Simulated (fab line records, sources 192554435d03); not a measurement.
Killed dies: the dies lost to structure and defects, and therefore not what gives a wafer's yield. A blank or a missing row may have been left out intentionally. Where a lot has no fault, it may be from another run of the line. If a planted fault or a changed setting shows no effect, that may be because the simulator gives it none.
Split-lot experiment | flow n5Finfet | route with 1938 steps; 7 lots, 21 wafers read

THE SPLIT
At N5_BEOL_M12_SPUTTER_44 (material Ta, target thk 10 nm, time 16.13 s), the setting powerW was moved away from the recipe's 15000 W on 6 of the 21 wafers read, by -15.9% to +12.4%. This setting was run at the recipe's value on the other wafers.

Reading taken at the split's own step.

THE READING
Ta_of_BEOL_M12_SPUTTER_44.thkNm (the simulator's own value, which no gauge read), in nm, at N5_BEOL_M12_SPUTTER_44 (material Ta, target thk 10 nm, time 16.13 s). There is no usual value for it anywhere in the file. Here, 15 wafers ran the recipe; their average is 10.0 nm with a standard deviation of 0.18 nm.

wafer  | tool, chamber at the split | powerW as run, W | against the recipe | Ta_of_BEOL_M12_SPUTTER_44.thkNm, nm | against lot-mates on the recipe
L080.2 | pvdSputter-01, -           | 15000            | recipe             | 9.8                                 | -
L080.3 | pvdSputter-01, -           | 15000            | recipe             | 10                                  | -
L080.5 | pvdSputter-01, -           | 14010            | -6.6%              | 9.2                                 | -0.7
L082.1 | pvdSputter-01, -           | 15000            | recipe             | 10.2                                | -
L082.4 | pvdSputter-01, -           | 15000            | recipe             | 10                                  | -
L082.6 | pvdSputter-01, -           | 15000            | recipe             | 10.4                                | -
L083.1 | pvdSputter-03, -           | 15000            | recipe             | 9.8                                 | -
L083.5 | pvdSputter-03, -           | 15000            | recipe             | 9.8                                 | -
L083.3 | pvdSputter-03, -           | 12620            | -15.9%             | 8.4                                 | -1.4
L090.4 | pvdSputter-02, -           | 15000            | recipe             | 10                                  | -
L090.5 | pvdSputter-02, -           | 16860            | +12.4%             | 11.4                                | +1.5
L090.6 | pvdSputter-02, -           | 15000            | recipe             | 9.8                                 | -
L091.2 | pvdSputter-02, -           | 16350            | +9.0%              | 10.8                                | no lot-mate on the recipe
L091.3 | pvdSputter-02, -           | 16350            | +9.0%              | 11.2                                | no lot-mate on the recipe
L091.6 | pvdSputter-02, -           | 16350            | +9.0%              | 11.2                                | no lot-mate on the recipe
L092.1 | pvdSputter-01, -           | 15000            | recipe             | 9.8                                 | -
L092.6 | pvdSputter-01, -           | 15000            | recipe             | 9.8                                 | -
L092.3 | pvdSputter-01, -           | 15000            | recipe             | 10                                  | -
L096.1 | pvdSputter-02, -           | 15000            | recipe             | 9.8                                 | -
L096.5 | pvdSputter-02, -           | 15000            | recipe             | 10                                  | -
L096.6 | pvdSputter-02, -           | 15000            | recipe             | 10.2                                | -

FIT RESULTS
A straight line over all 21 wafers: Ta_of_BEOL_M12_SPUTTER_44.thkNm changes by +0.111 nm for each +1% of powerW; r = +0.96; the points scatter about the line by 0.19 nm.
The same after taking each lot's own level away (the mean of its wafers on the recipe; 18 wafers): +0.102 nm for each +1%; r = +0.97; scatter 0.14 nm.
The reading moves by 1.6 nm for the largest change in powerW, on that fit.
The span of the lots' own levels, 9.80 to 10.20 nm, comes to 2.2 times the standard deviation stated above.
Consequently the slope shifts little with the lot-to-lot level, the two slopes agreeing.
Check: for one of the wafers moved furthest among these (-15.9%), held out of the fit, the line's prediction against its lot-mates is -1.86 nm. It came out at -1.4 nm against them.

THESE WAFERS: OTHER SPLITS
Before the reading, these wafers also passed through other splits. Each is held against what the fit with the lots' levels taken away leaves over:
other split on the same wafers   | wafers away from the commonest value | r with Ta_of_BEOL_M12_SPUTTER_44.thkNm (lot level and that fit taken away)
N5_BEOL_M11_ETCH_41 timeS        | 6                                    | +0.02
N5_BEOL_M12_TRENCH_ETCH_34 timeS | 10                                   | -0.14

FILE'S OWN FIT
Ta_of_BEOL_M12_SPUTTER_44.thkNm changes by +0.101 nm for each +1% of powerW, r = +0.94.
